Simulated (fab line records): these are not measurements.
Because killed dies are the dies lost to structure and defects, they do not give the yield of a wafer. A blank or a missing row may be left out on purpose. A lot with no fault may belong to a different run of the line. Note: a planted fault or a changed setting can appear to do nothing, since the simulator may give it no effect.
Problem report in the 8D (eight disciplines) form, filled by code | flow nand-harc | the parts of the form that need people (team, actions taken, sign-off) are left out

1. THE ISSUE
Mean of thk-nm at NHARC_A_ONON_D1_THK_MEAS_08: 678 nm across 4 wafers in 2 lots; on wafers with no fault it is 999 nm (standard deviation 11). That puts it -29 standard deviations away from the usual mean.
The step: measures by ellipsometry.
First seen on wafer L889.1, day 10 23:32, on film-metro-02. The record holds 42 wafers of 14 lots with a number at this step. Rule for "out", or "out of limits": more than 4 standard deviations from the usual mean. All remaining wafers that have a number are taken as sound.

2. WHAT IT IS, AND WHAT IT ISN'T
question                    | is                             | is not
which readings at this step | thk-nm                         | -
which lots                  | L889, L891                     | L877, L878, L879, L880, L885, L890, L892, L893, L894, L895, L896, L899
which wafers of those lots  | L889.1, L889.6, L891.1, L891.6 | L889.2, L891.4
read on which gauges        | film-metro-01, film-metro-02   | -
when                        | from day 10 23:32              | up to then (19 sound wafers); but 19 sound wafers of L891, L892, L893, L894, L895, L896, L899 came after

3. WHAT RULES OUT EACH SUSPECT
Counting: a tool at a process step up to the reading stays a suspect if it ran every lot that is out. Sound lots after the first of them don't rule it out here, since some wafers of a struck lot are sound.
- the gauge at NHARC_A_ONON_D1_THK_MEAS_08: ruled out. Those wafers that are out were read across 2 gauges (film-metro-01, film-metro-02).
- pecvd-onon-02 at NHARC_A_ONON_D1_DEP_06 (target thk 1000 nm): kept. Every lot that is out went through it, the first being L889 (day 10 23:01); the last sound lot it ran before that was L880 (day 8 07:55).
The count leaves pecvd-onon-02 at NHARC_A_ONON_D1_DEP_06.

4. THE CAUSE (what the simulator had put in)
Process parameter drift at NHARC_A_ONON_D1_DEP_06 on pecvd-onon-02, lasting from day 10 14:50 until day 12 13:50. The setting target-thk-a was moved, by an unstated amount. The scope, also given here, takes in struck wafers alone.
Counting left only this tool.

5. THE CHAIN OF EFFECTS, in route order
One row per reading whose mean, taken over the struck wafers that have a number, lies over 3 standard deviations from the usual. Only readings whose record carries a usual standard deviation are examined. hours: median over the lots of the time between each lot's start at the first step of this table that gives one and its start at this step. sigmas: the change, counted in usual standard deviations.
hours | step                        | reading | usual  | on struck wafers | change | sigmas
0     | NHARC_A_ONON_D1_THK_MEAS_08 | thk-nm  | 999 nm | 678              | -321   | -29

6. HOW IT WOULD HAVE BEEN CAUGHT EARLIER
The first out-of-limits reading at a measuring or inspecting step in this record came at day 10 23:32, 9 hours after the fault's start at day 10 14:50.
Tool readings at NHARC_A_ONON_D1_DEP_06 with a usual standard deviation given in the record: none out on any struck wafer, hence no alarm at a limit of 4 standard deviations on them.
Among the 2 lots that are out, L891 began NHARC_A_ONON_D1_DEP_06 on pecvd-onon-02 after day 10 23:32. Putting the tool on hold at that point would have spared it.
